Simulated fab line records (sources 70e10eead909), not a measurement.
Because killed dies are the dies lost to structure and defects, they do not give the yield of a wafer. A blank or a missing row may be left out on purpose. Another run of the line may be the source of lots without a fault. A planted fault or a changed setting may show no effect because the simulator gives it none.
One fault seen from 3 desks :: flow nand_harc :: every desk sees just its own numbers, and what lay behind them comes last

== DESK OF THE TOOL OWNER: litho_track-07 ==
The tool's own readings at NHARC_P_ZERO_WELL_PEB_22 (peb time 85 s): means of the sampled wafers that have a number, for each lot that ran on this tool. If a lot's mean is further than 4 standard deviations from the usual mean, the lot is out of limits and carries the mark OUT (the distance appears in the brackets).
Columns: A = heater_power_total_W at NHARC_P_ZERO_WELL_PEB_22, usual 163.98 W; B = plate_temp_C at NHARC_P_ZERO_WELL_PEB_22, usual 117.98 C
lot: L736
first seen here: day 2 08:29
A: 164.02
B: 117.87

lot: L738
first seen here: day 3 04:22
A: 164.03
B: 117.88

lot: L742
first seen here: day 4 20:37
A: 163.81
B: 118.06

lot: L755
first seen here: day 10 06:31
A: 155.93 (-29) OUT
B: 113.79 (-32) OUT

lot: L756
first seen here: day 10 16:25
A: 156.20 (-28) OUT
B: 113.72 (-33) OUT
This desk finds L755, L756 out of limits, L755 being first, at day 10 06:31 (heater_power_total_W at NHARC_P_ZERO_WELL_PEB_22). L736, L738, L742 stayed within limits.

== AT THE METROLOGY DESK ==
Means of the sampled wafers that have a number, per lot and without regard to the tool the lot ran on: this is what the gauges read. If a lot's mean is further than 4 standard deviations from the usual mean, the lot is out of limits and carries the mark OUT (the distance appears in the brackets).
Columns: A = cd_nm at NHARC_P_ZERO_WELL_CD_MEAS_24, usual 719.9 nm; B = trench_depth_nm at NHARC_P_STI_OCD_MEAS_17, usual 299 nm; C = trench_foot_cd_nm at NHARC_P_STI_OCD_MEAS_17, usual 157.2 nm
lot: L735
first seen here: day 1 22:38
A: 718.3
B: 301
C: 158.2

lot: L736
first seen here: day 2 08:35
A: 718.2
B: 294
C: 156.8

lot: L737
first seen here: day 2 18:35
A: 722.5
B: 299
C: 159.3

lot: L738
first seen here: day 3 04:27
A: 718.6
B: 298
C: 158.8

lot: L739
first seen here: day 3 14:36
A: 720.1
B: 299
C: 156.7

lot: L740
first seen here: day 4 00:37
A: 720.0
B: 301
C: 155.0

lot: L741
first seen here: day 4 10:36
A: 719.7
B: 300
C: 158.8

lot: L742
first seen here: day 4 20:42
A: 717.9
B: 301
C: 160.1

lot: L755
first seen here: day 10 06:36
A: 711.6 (-4.2) OUT
B: 300
C: 160.4

lot: L756
first seen here: day 10 16:31
A: 710.4 (-4.8) OUT
B: 301
C: 152.0

lot: L757
first seen here: day 11 02:35
A: 719.9
B: 304
C: 156.3

lot: L758
first seen here: day 11 12:27
A: 721.0
B: 303
C: 157.4
This desk finds L755, L756 out of limits, L755 being first, at day 10 06:36 (cd_nm at NHARC_P_ZERO_WELL_CD_MEAS_24). L735, L736, L737, L738, L739, L740, L741, L742, L757, L758 stayed within limits.

== THE DEFECT DESK ==
Counts from the inspections along the route, per lot, as means over the sampled wafers that have a number. If a lot's mean is further than 4 standard deviations from the usual mean, the lot is out of limits and carries the mark OUT (the distance appears in the brackets).
Columns: A = raw_defect_count at NHARC_P_START_INSPECT_01, usual 3.6
lot: L735
first seen here: day 1 20:02
A: 4.3

lot: L736
first seen here: day 2 06:02
A: 1.3

lot: L737
first seen here: day 2 16:02
A: 2.7

lot: L738
first seen here: day 3 02:02
A: 3.7

lot: L739
first seen here: day 3 12:03
A: 5.7

lot: L740
first seen here: day 3 22:02
A: 4.7

lot: L741
first seen here: day 4 08:02
A: 4.0

lot: L742
first seen here: day 4 18:02
A: 3.0

lot: L755
first seen here: day 10 04:02
A: 3.0

lot: L756
first seen here: day 10 14:02
A: 2.0

lot: L757
first seen here: day 11 00:02
A: 4.3

lot: L758
first seen here: day 11 10:02
A: 2.7
Result from this desk: across the 12 lots, nothing is out of limits.

== PUT TOGETHER ==
On L755, L756, at day 10 06:31, an alarm was possible from the tool owner's desk.
Metrology desk: alarm possible at day 10 06:36 on L755, L756.
No out-of-limits result turned up at the defect desk.
The defect desk has L755, L756 on record, within its limits.
NHARC_P_ZERO_WELL_PEB_22 was run on litho_track-07 by each of the lots named.

== WHAT WAS PUT IN BY THE SIMULATOR ==
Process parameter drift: litho_track-07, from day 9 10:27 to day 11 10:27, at NHARC_P_ZERO_WELL_PEB_22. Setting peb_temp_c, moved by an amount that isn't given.
Struck lots among those shown: L755, L756.
Counting hours from when the fault started, the first reading out of limits came at 20 for the tool owner's desk and at 20 for the metrology desk.
